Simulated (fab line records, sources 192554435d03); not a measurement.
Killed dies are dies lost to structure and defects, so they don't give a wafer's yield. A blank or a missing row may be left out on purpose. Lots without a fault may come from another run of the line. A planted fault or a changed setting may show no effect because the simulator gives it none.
Chamber matching | flow n5_finfet | N5_BEOL_M11_ETCH_62 on rie_diel-02: 4 sister chambers
The step etches SOC in N2/H2, target depth 110 nm, overetch 22 nm, time 165 s. 22 wafers are shown with their chamber, then 11 later ones without.

WAFERS WITH THEIR CHAMBER
wafer  | chamber | showerhead_plenum_p_Torr (Torr) | throttle_valve_pct (%) | drypump_motor_current_A (A)
L074.3 | 0       | 2.58                            | 17.33                  | 6.7
L074.4 | 1       | 2.41                            | 18.09                  | 5.7
L074.6 | 1       | 2.41                            | 18.07                  | 5.7
L077.2 | 0       | 2.57                            | 17.33                  | 6.7
L077.5 | 1       | 2.41                            | 18.08                  | 5.7
L077.6 | 0       | 2.57                            | 17.34                  | 6.7
L081.2 | 3       | 2.42                            | 17.77                  | 5.8
L081.3 | 2       | 2.71                            | 17.87                  | 5.8
L081.5 | 2       | 2.71                            | 17.86                  | 5.7
L079.3 | 3       | 2.42                            | 17.75                  | 5.8
L079.4 | 0       | 2.57                            | 17.35                  | 6.6
L079.6 | 0       | 2.57                            | 17.34                  | 6.7
L082.3 | 3       | 2.42                            | 17.76                  | 5.8
L082.4 | 0       | 2.57                            | 17.36                  | 6.7
L082.6 | 2       | 2.71                            | 17.87                  | 5.8
L078.1 | 0       | 2.57                            | 17.38                  | 6.7
L078.4 | 1       | 2.40                            | 18.11                  | 5.8
L078.5 | 0       | 2.57                            | 17.37                  | 6.7
L083.4 | 1       | 2.40                            | 18.10                  | 5.7
L083.5 | 0       | 2.57                            | 17.37                  | 6.6
L083.6 | 3       | 2.42                            | 17.79                  | 5.8
L084.2 | 2       | 2.71                            | 17.88                  | 5.7

SIGNATURES (means of the wafers above)
reading                  | chamber 0 | chamber 1 | chamber 2 | chamber 3 | scatter within a chamber
showerhead_plenum_p_Torr | 2.5711    | 2.4060    | 2.7100    | 2.4200    | 0.00341
throttle_valve_pct       | 17.3522   | 18.0900   | 17.8700   | 17.7675   | 0.0164
drypump_motor_current_A  | 6.678     | 5.720     | 5.750     | 5.800     | 0.0432
Rule: a wafer's distance from a chamber is the root of the sum, over the readings, of the square of ((its reading less the chamber's mean) divided by the reading's scatter). The wafer belongs to the nearest chamber; if the next one is less than 2 further off, it can't be placed. The scatter: the root of (the sum of the squares of (reading less its chamber's mean) over the shown wafers, divided by (wafers less chambers)).

WAFERS WITHOUT THEIR CHAMBER
wafer  | showerhead_plenum_p_Torr (Torr) | throttle_valve_pct (%) | drypump_motor_current_A (A)
L084.4 | 2.57                            | 17.37                  | 6.6
L084.6 | 2.42                            | 17.78                  | 5.8
L085.1 | 2.71                            | 17.89                  | 5.7
L085.2 | 2.42                            | 17.79                  | 5.8
L085.6 | 2.42                            | 17.77                  | 5.8
L086.2 | 2.41                            | 17.78                  | 5.8
L086.5 | 2.71                            | 17.89                  | 5.7
L086.6 | 2.40                            | 18.13                  | 5.7
L091.1 | 2.41                            | 17.81                  | 5.8
L091.2 | 2.70                            | 17.92                  | 5.7
L091.4 | 2.56                            | 17.38                  | 6.7

WHICH CHAMBER EACH WENT THROUGH
wafer  | from the rows above | in truth
L084.4 | 0                   | 0
L084.6 | 3                   | 3
L085.1 | 2                   | 2
L085.2 | 3                   | 3
L085.6 | 3                   | 3
L086.2 | 3                   | 3
L086.5 | 2                   | 2
L086.6 | 1                   | 1
L091.1 | 3                   | 3
L091.2 | 2                   | 2
L091.4 | 0                   | 0
Placed correctly: 11 of 11. Can't be placed from these rows: 0. Placed wrongly: 0.
